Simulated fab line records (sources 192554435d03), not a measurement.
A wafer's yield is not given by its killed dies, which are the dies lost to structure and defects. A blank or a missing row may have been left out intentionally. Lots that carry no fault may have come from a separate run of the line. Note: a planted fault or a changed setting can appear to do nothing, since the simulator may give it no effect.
fab line records	flow n5Finfet
record: lots: 5	wafers: 15	lastDay: 17
route steps=1938 shown HKMG_FIN@407 BEOL_M4@1111 PASSIVATION@1936
lots untouched by any fault: they come from a run of this same line in which no faults occurred
startH: start of the lot's first displayed wafer, in hours after the record's first day	waitH: hours elapsed since this lot's preceding step	" as in the row above	L1.1+2: several wafers, shown together as one row	- either no value or no given start	* or withheld: withheld	< > ~ a bound
route shown NAME@n: NAME is a module with steps in the file, n the number in the route of the first one	usual: the fault-free wafers' mean and standard deviation	same: alike in all rows	chamber/n: place in a boat	sites: per-site readings	_std_site: their standard deviation	_edge_site: mean of outer sites minus mean of inner sites	radiusMm: for every site, how far away it sits from the centre of the wafer	mask NAME#n: copy n	behind: the last tool/chamber to shape the wafer	hold: reason for holding the lot/hours on hold/outcome of the hold	device: names the non-switching transistor (n, p or np)	end of line: the tests these same wafers got at the end of their route	step lacking rows: just its recipe	killed: not the wafer's yield, but the dies lost to structure and defects at the first sort	map: shows each die of a wafer: x if killed, . if not, _ if none is there
set.NAME: the setting that was run; set.NAME@STEP: the one run at that earlier step	model.NAME: the simulator's own value behind a step, which no gauge read
lots at selected steps of the route; one table per step, one row per wafer
services: the hour from which a tool's chamber was out of use, counted from the record's first day as startH (under 0 if before that day), plus the number of hours and why
== steps ==
step: N5_HKMG_FIN_STRIP_93
recipe: chemistry: N2/H2	material: SOC	timeS: 20	powerW: 500	tempC: 40	pressureMtorr: 50	rfFrequencyHz: 6e+07	biasPowerW: 8	h2Frac: 0.5	n2FlowSccm: 300	h2FlowSccm: 300
usual: drypumpMotorCurrentA: 5.6/0.41	oesProductAu: 0.80/0.1	rfVppV: 54.3/0.87	showerheadPlenumPTorr: 3.38/0.1	throttleValvePct: 19.11/0.29
same: timeS: 20
lot.wafer	tool	chamber	startH	waitH	drypumpMotorCurrentA	oesProductAu	rfHoursCounterH	rfVppV	showerheadPlenumPTorr	throttleValvePct
L469.3	rieDiel-03	0	85.24	0.2	5.4	0.72	203	53.6	3.19	18.87
L469.5	"	2	"	"	5.5	0.78	-	56.2	3.53	19.40
L469.6	"	1	"	"	6.2	0.74	-	55.4	3.34	19.73
L472.1	rieDiel-02	1	105.42	0.2	6.2	0.80	93	53.7	3.41	18.89
L472.2	"	3	"	"	5.1	0.88	28	53.3	3.42	19.09
L472.5	"	1	"	"	6.2	0.80	-	54.5	3.41	18.88
L479.3	rieDiel-06	2	149.34	0.2	5.4	0.95	17	53.9	3.57	18.91
L479.4	"	1	"	"	5.3	0.71	193	54.9	3.48	19.51
L479.5	"	0	"	"	5.8	0.69	-	55.2	3.34	18.82
L480.2	rieDiel-02	1	153.91	0.2	6.2	0.79	112	55.3	3.40	18.93
L480.5	"	0	"	"	5.3	0.97	-	55.9	3.30	18.98
L480.6	"	3	"	"	5.1	0.84	-	54.3	3.41	19.14
L489.2	rieDiel-06	0	206.86	0.2	5.8	0.69	224	55.7	3.33	18.85
L489.3	"	1	"	"	5.3	0.70	208	54.1	3.47	19.55
L489.6	"	0	"	"	5.8	0.69	-	54.1	3.33	18.84
step: N5_HKMG_FIN_WET_ETCH_76
recipe: chemistry: dNH4OH	mix: 1:50	tempC: 25	target: Al2O3	stopOn: La2O3	targetDepthNm: 2.25	dry: ipaMarangoni	rinseTimeS: 30	rinseTempC: 23
step: N5_HKMG_FIN_STRIP_60
recipe: chemistry: N2/H2	powerW: 2500	tempC: 300	h2Frac: 0.65	timeS: 360	pressureMtorr: withheld	n2FlowSccm: 1750	h2FlowSccm: 3250
usual: drypumpMotorCurrentA: 5.41/0.13	heaterPowerW: 444/48
same: timeS: 360
lot.wafer	tool	chamber	startH	waitH	drypumpMotorCurrentA	heaterPowerW	rfHoursCounterH
L469.3	plasmaAsher-01	0	85.56	0.1	5.17	424	-
L469.5	"	1	"	"	5.57	374	-
L469.6	"	0	"	"	5.19	440	-
L472.1	plasmaAsher-02	0	105.57	0.0	5.37	495	94
L472.2	"	1	"	"	5.49	454	94
L472.5	"	1	"	"	5.46	462	-
L479.3	plasmaAsher-01	0	149.61	0.1	5.20	436	-
L479.4	"	1	"	"	5.55	377	-
L479.5	"	0	"	"	5.20	432	-
L480.2	plasmaAsher-02	0	154.08	0.1	5.40	511	103
L480.5	"	0	"	"	5.39	497	-
L480.6	"	1	"	"	5.51	463	-
L489.2	plasmaAsher-01	1	207.02	0.0	5.57	370	62
L489.3	"	0	"	"	5.21	430	-
L489.6	"	0	"	"	5.21	432	-
step: N5_HKMG_FIN_WET_ETCH_77
recipe: chemistry: dHCl	mix: 1:10000	tempC: 25	target: La2O3	stopOn: HfO2	targetDepthNm: 2
step: N5_HKMG_FIN_WET_ETCH_78
recipe: chemistry: dNH4OH	mix: 1:50	tempC: 25	target: Al2O3	stopOn: La2O3	targetDepthNm: 4.5	dry: ipaMarangoni	rinseTimeS: 30	rinseTempC: 23
step: N5_HKMG_FIN_ALD_79
recipe: material: TiN	targetThkA: 15	tempC: 400	aldPrecursorFamily: TiCl4	aldCoReactant: NH3	pulseTimeS: 1	purgeTimeS: 3	coReactantPurgeTimeS: 2	coReactantPulseTimeS: 2	aldCycles: 68	pressureTorr: 3
step: N5_HKMG_FIN_CVD_62
recipe: material: a-Si	targetThkA: 30	tempC: 500	precursor: Si2H6	pressureTorr: 1	timeS: 20.8
usual: heaterPowerW: 1479/190
same: timeS: 20.8
lot.wafer	tool	chamber	startH	waitH	heaterPowerW
L469.3	thermalCvdSi-02	0	86.38	0.2	1421
L469.5	"	2	"	"	1446
L469.6	"	1	"	"	1189
L472.1	thermalCvdSi-01	0	106.42	0.2	1539
L472.2	"	1	"	"	1869
L472.5	"	1	"	"	1857
L479.3	thermalCvdSi-02	2	150.34	0.2	1456
L479.4	"	2	"	"	1441
L479.5	"	1	"	"	1212
L480.2	thermalCvdSi-01	0	154.93	0.2	1578
L480.5	"	0	"	"	1576
L480.6	"	1	"	"	1782
L489.2	thermalCvdSi-02	0	207.87	0.2	1452
L489.3	"	2	"	"	1451
L489.6	"	0	"	"	1437
step: N5_HKMG_FIN_RTA_80
recipe: tempC: withheld	timeS: 2	ambient: N2	idleTempC: 600	rampUpCPerS: 150	rampDownCPerS: 60	coolToC: 600
step: N5_HKMG_FIN_PRECLEAN_64
recipe: chemistry: dHF	timeS: 30	tempC: 25	dilution: withheld
step: N5_HKMG_FIN_WET_ETCH_65
recipe: chemistry: TMAH	tempC: 70	concWtPct: 5	target: a-Si	stopOn: TiN	timeS: 49	targetDepthNm: 3
step: N5_HKMG_FIN_WET_ETCH_81
recipe: chemistry: SC1	target: TiN	stopOn: HfO2	mix: 1:1:5	tempC: 60	timeS: 57	targetDepthNm: 6
step: N5_HKMG_FIN_WET_ETCH_82
recipe: chemistry: dHCl	mix: 1:10000	tempC: 25	target: La2O3	stopOn: HfO2	targetDepthNm: 2	dry: ipaMarangoni	rinseTimeS: 30	rinseTempC: 23
step: N5_HKMG_FIN_ALD_36
recipe: material: TiN	targetThkA: 10	tempC: 400	aldPrecursorFamily: TiCl4	aldCoReactant: NH3	pulseTimeS: 1	purgeTimeS: 3	coReactantPurgeTimeS: 2	coReactantPulseTimeS: 2	aldCycles: 47	pressureTorr: 3
usual: heaterPowerW: 956/150	precursorPulseHeightRel: 1.002/0.021
lot.wafer	tool	chamber	startH	waitH	heaterPowerW	precursorPulseHeightRel
L469.3	aldMetal-01	1	86.88	0.0	777	1.031
L469.5	"	0	"	"	926	1.005
L469.6	"	3	"	"	949	0.998
L472.1	aldMetal-04	1	106.82	0.0	837	0.996
L472.2	"	2	"	"	756	0.998
L472.5	"	1	"	"	864	1.005
L479.3	aldMetal-02	3	150.94	0.0	1037	0.987
L479.4	"	0	"	"	985	1.033
L479.5	"	2	"	"	941	0.967
L480.2	aldMetal-01	2	155.69	0.0	1267	1.020
L480.5	"	1	"	"	788	0.966
L480.6	"	0	"	"	940	1.020
L489.2	aldMetal-02	2	208.26	0.0	978	1.022
L489.3	"	3	"	"	1037	1.018
L489.6	"	2	"	"	973	1.044
step: N5_HKMG_FIN_THK_MEAS_70
recipe: thkMeasGauge: xrf	reads: HfO2_of_HKMG_FIN_HK_ALD_01
usual: HK_THK: 1.580/0.018
lot.wafer	tool	chamber	startH	waitH	HK_THK[nm]
L469.3	filmMetro-02	-	87.16	0.2	1.583
L469.5	"	-	"	"	1.548
L469.6	"	-	"	"	1.576
L472.1	filmMetro-01	-	107.10	0.2	1.595
L472.2	"	-	"	"	1.572
L472.5	"	-	"	"	1.553
L479.3	filmMetro-01	-	151.22	0.2	1.577
L479.4	"	-	"	"	1.562
L479.5	"	-	"	"	1.571
L480.2	filmMetro-02	-	155.97	0.2	1.611
L480.5	"	-	"	"	1.558
L480.6	"	-	"	"	1.621
L489.2	filmMetro-01	-	208.54	0.2	1.571
L489.3	"	-	"	"	1.605
L489.6	"	-	"	"	1.600
step: N5_HKMG_FIN_PWFM_ALD_03
recipe: material: TiN	targetThkA: 20	tempC: 400	aldPrecursorFamily: TiCl4	aldCoReactant: NH3	pulseTimeS: 1	purgeTimeS: 3	coReactantPurgeTimeS: 2	coReactantPulseTimeS: 2	aldCycles: 91	pressureTorr: 3
usual: heaterPowerW: 921/120	precursorPulseHeightRel: 1.000/0.021
lot.wafer	tool	chamber	startH	waitH	heaterPowerW	precursorPulseHeightRel
L469.3	aldMetal-04	1	87.20	0.0	862	0.987
L469.5	"	0	"	"	919	1.017
L469.6	"	1	"	"	849	0.998
L472.1	aldMetal-02	0	107.14	0.0	983	1.003
L472.2	"	3	"	"	1010	0.960
L472.5	"	1	"	"	823	0.952
L479.3	aldMetal-01	1	151.25	0.0	802	0.978
L479.4	"	3	"	"	958	1.018
L479.5	"	0	"	"	940	0.984
L480.2	aldMetal-01	0	156.00	0.0	937	1.029
L480.5	"	1	"	"	774	1.019
L480.6	"	2	"	"	1272	1.011
L489.2	aldMetal-01	2	208.58	0.0	1252	1.020
L489.3	"	0	"	"	946	0.986
L489.6	"	1	"	"	781	0.999
step: N5_HKMG_FIN_COAT_29
recipe: resist: SOC	tempC: 250	timeS: 60	spinRpm: 1500	resistThkNm: 300
step: N5_HKMG_FIN_COAT_30
recipe: resist: SiARC	tempC: 220	timeS: 60	spinRpm: 1500	resistThkNm: 35
step: N5_HKMG_FIN_COAT_06
recipe: resist: CAR-ArF	spinRpm: 1500	resistThkNm: 90
step: N5_HKMG_FIN_EBR_08
recipe: solvent: PGMEA	ebrWidthMm: 1.5
step: N5_HKMG_FIN_SOFTBAKE_07
recipe: tempC: 110	timeS: 60	resist: CAR-ArF
step: N5_HKMG_FIN_EXPOSE_09
recipe: maskId: NWFM	na: 1.35	sourceShape: conventional	sigmaOuter: 0.8	polarization: unpolarized	doseMj: 39.25
step: N5_HKMG_FIN_PEB_10
recipe: pebTempC: withheld	pebTimeS: 60	resist: CAR-ArF
step: N5_HKMG_FIN_DEVELOP_11
recipe: developTimeS: 30	developer: TMAH	resist: CAR-ArF	devTempC: 23	rinseLiquid: diw	dry: airSpin
step: N5_HKMG_FIN_CD_MEAS_12
recipe: targetCdNm: 92.8	landingEnergyEv: 500	detector: seInlens
usual: cdNm: 93.2/0.72
lot.wafer	tool	chamber	startH	waitH	cdNm
L469.3	cdSem-01	0	88.04	-	93.3
L469.5	"	0	"	"	93.0
L469.6	"	0	"	"	93.5
L472.1	cdSem-03	0	107.97	-	93.4
L472.2	"	0	"	"	93.7
L472.5	"	0	"	"	94.4
L479.3	cdSem-02	0	152.09	-	93.1
L479.4	"	0	"	"	93.7
L479.5	"	0	"	"	93.6
L480.2	cdSem-02	0	156.84	-	92.3
L480.5	"	0	"	"	94.0
L480.6	"	0	"	"	93.2
L489.2	cdSem-02	0	209.42	-	93.7
L489.3	"	0	"	"	92.4
L489.6	"	0	"	"	92.5
step: N5_HKMG_FIN_OVL_MEAS_13
recipe: pointsPerWafer: 44
usual: NWFM_OVL: -0.4/0.73
lot.wafer	tool	chamber	startH	waitH	NWFM_OVL[nm]
L469.3	overlay-02	0	88.06	0.0	-1.1
L469.5	"	0	"	"	-0.3
L469.6	"	0	"	"	-0.3
L472.1	overlay-01	0	108.00	0.0	0.4
L472.2	"	0	"	"	-0.9
L472.5	"	0	"	"	0.2
L479.3	overlay-01	0	152.12	0.0	-0.8
L479.4	"	0	"	"	0.4
L479.5	"	0	"	"	0.1
L480.2	overlay-01	0	156.87	0.0	-0.3
L480.5	"	0	"	"	-1.2
L480.6	"	0	"	"	-0.5
L489.2	overlay-02	0	209.45	0.0	-0.7
L489.3	"	0	"	"	-0.9
L489.6	"	0	"	"	-0.1
step: N5_HKMG_FIN_INSPECT_14
recipe: mode: adi	inspectInstrument: macro
usual: rawDefectCount: 1.9/1.5
lot.wafer	tool	chamber	startH	waitH	rawDefectCount
L469.3	defectInspect-01	-	88.09	0.0	0
L469.5	"	-	"	"	2
L469.6	"	-	"	"	1
L472.1	defectInspect-02	-	108.03	0.0	0
L472.2	"	-	"	"	3
L472.5	"	-	"	"	1
L479.3	defectInspect-02	-	152.15	0.0	0
L479.4	"	-	"	"	5
L479.5	"	-	"	"	0
L480.2	defectInspect-02	-	156.90	0.0	>300
L480.5	"	-	"	"	1
L480.6	"	-	"	"	4
L489.2	defectInspect-02	-	209.47	0.0	2
L489.3	"	-	"	"	1
L489.6	"	-	"	"	2
step: N5_HKMG_FIN_DESCUM_17
recipe: chemistry: O2	timeS: 7.9	sourcePowerW: 50	biasPowerW: 20	pressureMtorr: 20	rfFrequencyHz: 2.712e+07	tempC: 40	resist: CAR-ArF	o2FlowSccm: 225
usual: drypumpMotorCurrentA: 5.6/0.42	oesProductAu: 0.78/0.09	rfVppV: 243.2/1.3	showerheadPlenumPTorr: 2.10/0.065	throttleValvePct: 20.49/0.25
same: timeS: 7.9
lot.wafer	tool	chamber	startH	waitH	drypumpMotorCurrentA	oesProductAu	rfHoursCounterH	rfVppV	showerheadPlenumPTorr	throttleValvePct
L469.3	rieDiel-06	3	88.13	0.0	4.9	0.68	256	244.0	2.05	20.93
L469.5	"	3	"	"	4.9	0.68	-	242.6	2.05	20.94
L469.6	"	0	"	"	5.8	0.73	-	243.4	2.09	20.33
L472.1	rieDiel-02	1	108.06	0.0	6.1	0.79	94	244.4	2.10	20.39
L472.2	"	3	"	"	5.1	0.88	30	243.7	2.14	20.39
L472.5	"	3	"	"	5.1	0.87	-	242.6	2.14	20.40
L479.3	rieDiel-06	2	152.27	0.1	5.4	0.93	17	243.9	2.21	19.90
L479.4	"	0	"	"	5.8	0.72	208	243.0	2.08	20.36
L479.5	"	1	"	"	5.4	0.69	-	243.4	2.17	20.75
L480.2	rieDiel-03	3	156.93	0.0	6.2	0.86	70	243.1	2.14	20.34
L480.5	"	2	"	"	5.5	0.78	-	244.0	2.17	20.38
L480.6	"	3	"	"	6.2	0.86	-	243.7	2.14	20.32
L489.2	rieDiel-02	0	209.51	0.0	5.2	0.90	35	241.5	2.04	20.32
L489.3	"	1	"	"	6.2	0.74	135	242.3	2.08	20.46
L489.6	"	0	"	"	5.3	0.90	-	242.3	2.04	20.31
step: N5_BEOL_M4_RC_MEAS_101
usual: DIBL_N: 36.8/2.1	DIBL_P: 37.1/2.2	IOFF_N: 0.18/0.037	IOFF_P: 0.23/0.041	ION_N: 682/13	ION_P: 467/8.6	SS_N: 71.7/0.61	SS_P: 73.5/0.6	VT_N: 248/3.4	VT_P: -249/3.5
lot.wafer	tool	chamber	startH	waitH	DIBL_N[mV/V]	DIBL_P[mV/V]	IOFF_N[nA/um]	IOFF_P[nA/um]	ION_N[uA/um]	ION_P[uA/um]	SS_N[mV/dec]	SS_P[mV/dec]	VT_N[mV]	VT_P[mV]
L469.3	prober-01	0	183.20	0.3	32.4	32.9	0.10	0.14	651	443	70.8	72.1	255	-257
L469.5	"	0	"	"	35.7	37.0	0.14	0.18	665	455	71.1	73.1	250	-256
L469.6	"	0	"	"	35.5	37.1	0.15	0.19	673	457	71.2	72.5	253	-254
L472.1	prober-01	0	200.25	0.0	37.6	36.8	0.16	0.23	673	464	71.8	73.4	248	-250
L472.2	"	0	"	"	38.9	37.3	0.19	0.22	677	462	72.7	73.9	248	-247
L472.5	"	0	"	"	43.3	43.1	0.31	0.36	709	480	73.1	74.8	242	-241
L479.3	prober-02	0	238.94	0.3	37.7	37.5	0.19	0.20	690	465	71.9	74.3	250	-256
L479.4	"	0	"	"	34.7	34.9	0.15	0.17	686	463	71.3	73.9	250	-255
L479.5	"	0	"	"	36.6	36.7	0.18	0.19	692	459	71.9	74.1	248	-258
L480.2	prober-01	0	256.31	0.2	39.6	39.3	0.23	0.30	699	476	72.4	73.4	244	-246
L480.5	"	0	"	"	39.8	37.5	0.21	0.26	697	471	72.0	73.6	245	-244
L480.6	"	0	"	"	38.0	35.2	0.16	0.22	680	467	71.9	73.2	249	-249
L489.2	prober-01	0	296.57	0.2	34.0	35.4	0.14	0.17	673	462	70.9	73.7	250	-253
L489.3	"	0	"	"	36.0	38.7	0.17	0.22	686	467	71.6	73.3	251	-252
L489.6	"	0	"	"	33.6	34.5	0.13	0.16	679	466	71.2	72.7	251	-254
step: N5_PASSIVATION_PROBE_49
usual: defectLimitedYield: 91.0/1.4	killed_at_M0_to_M3: 35/10	killed_at_M4_up: 13/6	killedAtContacts: 13/6.4	killedAtFrontEnd: 42/12	killedAtOther: 3.2/2.4	killedDies: 107/17	killedOpen: 69/13	killedShort: 33/7.3	sort_bin_4_leakage: 0.00/0.022	sort_bin_5_function: 5.3/0.92	sort_bin_6_memory: 3.3/0.66	sortNPass: 1073/17	sortYieldPct: 90.9/1.4
same: grossDies: 1180	killedAtBackSide: 0	sort_bin_8_speed[%]: 0
lot.wafer	tool	chamber	startH	waitH	defectLimitedYield[%]	killed_at_M0_to_M3	killed_at_M4_up	killedAtContacts	killedAtFrontEnd	killedAtOther	killedDies	killedOpen	killedShort	sort_bin_4_leakage[%]	sort_bin_5_function[%]	sort_bin_6_memory[%]	sortNPass	sortYieldPct[%]
L469.3	prober-02	-	278.66	0.4	92.4	38	7	8	31	6	90	49	38	0	5.0	2.4	1090	92.4
L469.5	prober-02	-	278.76	0.5	90.3	59	11	18	24	3	115	79	34	0	5.3	4.1	1065	90.3
L469.6	prober-02	-	278.81	0.5	87.2	54	11	33	48	5	151	98	44	0	6.2	5.7	1029	87.2
L472.1	prober-02	-	308.94	0.0	90.5	44	8	9	49	2	112	87	21	0	5.3	3.7	1068	90.5
L472.2	prober-02	-	308.99	0.1	90.9	32	11	9	48	7	107	71	25	0	5.0	3.2	1073	90.9
L472.5	prober-02	-	309.14	0.2	88.7	41	10	12	66	4	133	85	33	0.17	6.0	4.3	1045	88.6
L479.3	prober-01	-	353.87	0.1	92.4	25	13	11	35	6	90	61	20	0	4.9	2.5	1090	92.4
L479.4	prober-01	-	353.92	0.2	91.5	29	13	8	47	3	100	61	32	0	5.0	3.4	1080	91.5
L479.5	prober-01	-	353.97	0.2	92.5	31	13	8	32	5	89	55	31	0	3.9	3.3	1091	92.5
L480.2	prober-02	-	369.31	0.4	80.3	21	28	12	169	3	233	63	30	0	11.7	5.2	947	80.3
L480.5	prober-02	-	369.46	0.5	88.6	37	27	23	42	6	135	91	37	0	6.4	4.5	1045	88.6
L480.6	prober-02	-	369.51	0.6	92.2	31	17	8	36	0	92	63	25	0	4.8	2.9	1088	92.2
L489.2	prober-02	-	409.26	0.1	92.9	21	15	22	22	4	84	61	21	0	4.2	2.9	1096	92.9
L489.3	prober-02	-	409.31	0.1	92.1	26	9	26	27	5	93	65	25	0	4.7	2.8	1087	92.1
L489.6	prober-02	-	409.46	0.3	91.4	35	8	30	26	2	101	70	29	0	4.8	3.4	1079	91.4
killed by level:class
L469.3 BEOL_M0_SAQP:geometricParticle:short=20 MOL_CONTACT_COAG:geometricParticle:open=8 FIN_SAQP:geometricParticle:open=4 DUMMY_GATE:geometricParticle:open=4 ILD0:geometricParticle:short=4 BEOL_M0_SAQP:geometricParticle:open=4 GATE_CUT:geometricParticle:short=4 BEOL_M3:geometricParticle:open=4
L469.5 BEOL_M2:geometricParticle:open=15 MOL_CONTACT_COAG:geometricParticle:open=12 BEOL_M0_SAQP:geometricParticle:open=11 BEOL_M0_SAQP:geometricParticle:short=10 BEOL_M4:geometricParticle:open=8 DUMMY_GATE:geometricParticle:open=7 BEOL_M1:geometricParticle:open=7 BEOL_M2:geometricParticle:short=6
L469.6 MOL_CONTACT_COAG:geometricParticle:open=24 BEOL_M1:geometricParticle:open=11 DUMMY_GATE:geometricParticle:open=10 BEOL_M3:geometricParticle:open=10 MOL_CONTACT_COAG:geometricParticle:short=9 BEOL_M0_SAQP:geometricParticle:open=9 BEOL_M0_SAQP:geometricParticle:short=8 BEOL_M3:geometricParticle:short=8
L472.1 STI_FIN_REVEAL:geometricParticle:open=23 BEOL_M0_SAQP:geometricParticle:open=13 BEOL_M0_SAQP:geometricParticle:short=9 MOL_CONTACT_COAG:geometricParticle:open=8 DUMMY_GATE:geometricParticle:open=6 BEOL_M3:geometricParticle:open=6 FIN_SAQP:geometricParticle:short=5 BEOL_M2:geometricParticle:open=5
L472.2 FIN_SAQP:geometricParticle:open=17 MOL_CONTACT_COAG:geometricParticle:open=7 HKMG_FIN:areaEtch=7 STI_FIN_REVEAL:geometricParticle:open=6 BEOL_M0_SAQP:geometricParticle:open=6 BEOL_M3:geometricParticle:open=6 FIN_SAQP:geometricParticle:short=5 BEOL_M0_SAQP:geometricParticle:short=5
L472.5 STI_FIN_REVEAL:geometricParticle:open=25 BEOL_M2:geometricParticle:open=11 MOL_CONTACT_COAG:geometricParticle:open=9 FIN_SAQP:geometricParticle:short=8 BEOL_M3:geometricParticle:open=8 BEOL_M1:geometricParticle:open=8 HKMG_FIN:areaEtch=7 STI_FIN_REVEAL:geometricParticle:short=6
L479.3 STI_FIN_REVEAL:geometricParticle:open=8 MOL_CONTACT_COAG:geometricParticle:open=8 FIN_SAQP:geometricParticle:open=5 DUMMY_GATE:geometricParticle:open=5 BEOL_M0_SAQP:geometricParticle:short=5 BEOL_M0_SAQP:geometricParticle:open=5 BEOL_M4:geometricParticle:open=5 FIN_SAQP:geometricParticle:short=4
L479.4 STI_FIN_REVEAL:geometricParticle:open=16 FIN_SAQP:geometricParticle:short=8 MOL_CONTACT_COAG:geometricParticle:open=7 DUMMY_GATE:geometricParticle:open=6 BEOL_M2:geometricParticle:open=6 BEOL_M1:geometricParticle:short=5 BEOL_M0_SAQP:geometricParticle:short=4 BEOL_M1:geometricParticle:open=4
L479.5 FIN_SAQP:geometricParticle:open=9 BEOL_M0_SAQP:geometricParticle:open=7 BEOL_M0_SAQP:geometricParticle:short=6 BEOL_M4:geometricParticle:open=6 STI_FIN_REVEAL:geometricParticle:open=5 MOL_CONTACT_COAG:geometricParticle:open=5 BEOL_M3:geometricParticle:open=5 FIN_SAQP:geometricParticle:short=4
L480.2 HKMG_FIN:unspecified=135 STI_FIN_REVEAL:geometricParticle:open=15 MOL_CONTACT_COAG:geometricParticle:open=10 BEOL_M4:geometricParticle:open=9 BEOL_M3:geometricParticle:short=5 STI_FIN_REVEAL:geometricParticle:short=5 BEOL_M3:geometricParticle:open=5 BEOL_M5:geometricParticle:open=4
L480.5 STI_FIN_REVEAL:geometricParticle:open=22 MOL_CONTACT_COAG:geometricParticle:open=16 BEOL_M4:geometricParticle:open=12 BEOL_M0_SAQP:geometricParticle:open=10 FIN_SAQP:geometricParticle:short=7 MOL_CONTACT_COAG:geometricParticle:short=7 BEOL_M3:geometricParticle:open=7 BEOL_M4:geometricParticle:short=4
L480.6 STI_FIN_REVEAL:geometricParticle:open=13 BEOL_M4:geometricParticle:open=13 MOL_CONTACT_COAG:geometricParticle:open=7 BEOL_M2:geometricParticle:open=7 DUMMY_GATE:geometricParticle:open=5 BEOL_M0_SAQP:geometricParticle:open=5 BEOL_M1:geometricParticle:open=5 STI_FIN_REVEAL:geometricParticle:short=4
L489.2 MOL_CONTACT_COAG:geometricParticle:open=17 BEOL_M4:geometricParticle:open=10 BEOL_M3:geometricParticle:open=7 BEOL_M1:geometricParticle:open=7 FIN_SAQP:geometricParticle:open=5 MOL_CONTACT_COAG:geometricParticle:short=5 BEOL_M2:geometricParticle:open=4 STARTING-WAFER:geometricParticle:short=4
L489.3 MOL_CONTACT_COAG:geometricParticle:open=22 BEOL_M3:geometricParticle:open=6 BEOL_M2:geometricParticle:open=5 FIN_SAQP:geometricParticle:open=4 MOL_CONTACT_COAG:geometricParticle:short=4 BEOL_M0_SAQP:geometricParticle:short=4 BEOL_M1:geometricParticle:open=4 BEOL_M1:geometricParticle:short=4
L489.6 MOL_CONTACT_COAG:geometricParticle:open=23 BEOL_M3:geometricParticle:open=9 MOL_CONTACT_COAG:geometricParticle:short=7 BEOL_M0:geometricParticle:open=7 BEOL_M0_SAQP:geometricParticle:short=7 BEOL_M0_SAQP:geometricParticle:open=5 DUMMY_GATE:geometricParticle:open=4 BEOL_M1:geometricParticle:open=4
map L480.2 (x killed, . not)
_________________............________________
______________.x................_____________
___________............x...........__________
__________.....x..........x........._________
________...........x.................._______
_______......x................x........______
______.x...........x......x.........xx.._____
_____..x..xx.x......xx......x.x........x.____
____......xx.................x............___
___.....x..x......x......x...............x.__
___..x...............................x.....__
__.x.....x...............x..........x......._
__...........x.........x.........x.x........_
_........x..........x.......x................
_.........x......x.x.....x.x....x............
_....x...xxxx.xx.xx.........xx.xx....x.......
_.......xx.x.x..xx...x.......................
_....xxx.xxxxxxxxx.xx........................
_......xxxxxxxxxxxxx.x.......................
_...x.xxxxxxxxxxxx..x............x...........
_.....xxxxxxxxxxxxxxx..x.................x...
__.....xxxxxxxxxxxxx...x.x..x.....x..x......_
__...xxxxxxxxxxxxxx.x.............x........._
___xxx.x.xxxxxxxx.x.........x.........xxx..__
___...xxxxxxxxxxx.x..............x.........__
____...x.xxxxxxxx........................x___
_____.x.xxxxxxx..x...........x...........____
______...x..xxxx.x......................_____
_______.....x.........................x______
________.......x......x......x...x...._______
__________......x...xxx.....x.x....._________
___________........................__________
______________................x._____________
_________________.......x....________________
map L469.6 (x killed, . not)
_________________x.......xx..________________
______________.....x.........x.._____________
___________.....................x..__________
__________..................x...x..x_________
________....x..x.x.............x.x..x._______
_______...........xx.......x...........______
______..x..x............xx..x.....x....._____
_____.................................xx.____
____...x.......x..x.......................___
___..x.........x.xx..xx.....x..............__
___.x..........x...x..x....................__
__x...x.....................x.......x......._
__..................x................x......_
_.....x......x.............x..........x..x...
_.......x....xx.x...x....xx.........x.x......
_...............................x.x..........
_....................x........x.....x....x...
_...xx....x...................x..............
_....xx.......x.x..........x...............x.
_....x.x......x..x.x.x..........x..x.x.......
_......x.........x..x.x..x....x..............
__.......x...x....xx..........x.x.....x....._
__...............................x...x...xx._
___..x..xx.........x..............x........__
___...x.......x.x..xx...x...xx.......xx...x__
____..x...........x........x......x....x..___
_____......................xx.x...xx..xx.____
______......x...x.........x...........x._____
_______....................x...xx......______
________..x......x...................._______
__________...........x....x.x.....xx_________
___________x..x.....x.......x......__________
______________.....x....x..x...._____________
_________________............________________
== services ==
tool	chamber	startH	hours	kind
aldMetal-01	0	62.43	14.7	repair
rieDiel-06	2	63.61	-	clean
rieDiel-06	2	63.61	-	consumableReplace:focusRing
rieDiel-06	2	63.61	-	consumableReplace:showerhead
rieDiel-06	2	63.61	36.8	scheduledDown
rieDiel-06	2	63.61	36.8	ventCycle
thermalCvdSi-01	-	70.74	1.1	repair
aldMetal-04	-	71.26	0.6	repair
aldMetal-01	-	98.86	1.5	repair
rieDiel-06	3	100.73	-	clean
rieDiel-06	3	100.73	-	consumableReplace:focusRing
plasmaAsher-02	-	106.38	1.4	repair
aldMetal-04	-	111.78	6.0	pm
aldMetal-01	-	118.24	1.3	repair
aldMetal-02	-	120.90	2.0	repair
rieDiel-06	1	126.45	1.2	repair
thermalCvdSi-01	-	138.28	2.7	repair
aldMetal-02	-	139.38	8.7	pm
aldMetal-04	1	150.24	13.8	repair
aldMetal-04	3	173.96	39.0	repair
aldMetal-02	-	175.93	6.0	pm
thermalCvdSi-01	2	177.74	47.9	repair
rieDiel-06	-	178.23	14.6	pm
aldMetal-02	1	192.06	3.8	repair
== key ==
firstSign: step: N5_HKMG_FIN_INSPECT_14	reading: rawDefectCount	direction: up	sigmas: 99+	usual: 1.9	struck: >300
effect: step: N5_PASSIVATION_PROBE_49	reading: killedAtFrontEnd	direction: up	sigmas: 11	usual: 42	struck: 169
moreKillsBornAt: N5_HKMG_FIN_ALD_36@aldMetal-01: 135
metAt N5_HKMG_FIN_ALD_36
struckWafers L480.2
fault: kind: chamberParticleSource	tool: aldMetal-01	chamber: 2	onsetH: 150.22	steps: N5_HKMG_FIN_ALD_36	ratePerVisitCm2: 0.97252	endH: 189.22
